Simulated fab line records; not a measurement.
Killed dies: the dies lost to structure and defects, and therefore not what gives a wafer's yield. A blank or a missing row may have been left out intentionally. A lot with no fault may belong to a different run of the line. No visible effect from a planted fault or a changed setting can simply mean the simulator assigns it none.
What tool caused it?	flow n5 finfet	at 1 step of a route of 1938, 10 lots with 28 wafers sampled

== WHAT EACH GAUGE READ, for each wafer ==
N5_BEOL_M0_OCD_MEAS_108.
lot	measured	on	trench depth nm (nm)
L923	day 5 22:10	ocd-01	32.9 32.8 33.3
L925	day 6 10:01	ocd-02	33.4 33.5 33.5
L928	day 7 01:41	ocd-02	33.4 32.6 32.9
L930	day 7 18:36	ocd-01	32.3 33.1 33.7
L935	day 8 23:26	ocd-02	32.5 34.0 34.1
L939	day 9 21:30	ocd-01	33.1 33.0
L940	day 10 06:55	ocd-02	32.4 33.1
L941	day 10 20:16	ocd-01	33.7 32.6 34.5
L944	day 11 03:02	ocd-01	33.8 33.0 34.0
L946	day 11 10:55	ocd-02	33.8 33.0 33.5

== EACH LOT AND THE TOOL THAT RAN IT (in order: tool; ch and the chambers of the sampled wafers; start) ==
Before these readings, the record contains no process step.

== THE ANSWER, worked out from the rows above alone ==
Rule: the usual values come from the lots themselves. The widest of any qualifying gaps counts: lots, ordered by their means at a reading, are off when they make up no more than a third of the lots, leave a main group of 4 or more, and stand apart from it by 3 or more times the standard deviation of that group's means. A main group is skipped when, at the precision printed for the reading in the tables above, its means are all equal. A lot without any number at a reading at which 4 lots or more have one is off too. Where the step has rows for the other lots, those lots are counted as sound.
None of the lots is off at any reading shown; this tells nothing.

== WHAT HAD BEEN PUT IN BY THE SIMULATOR ==
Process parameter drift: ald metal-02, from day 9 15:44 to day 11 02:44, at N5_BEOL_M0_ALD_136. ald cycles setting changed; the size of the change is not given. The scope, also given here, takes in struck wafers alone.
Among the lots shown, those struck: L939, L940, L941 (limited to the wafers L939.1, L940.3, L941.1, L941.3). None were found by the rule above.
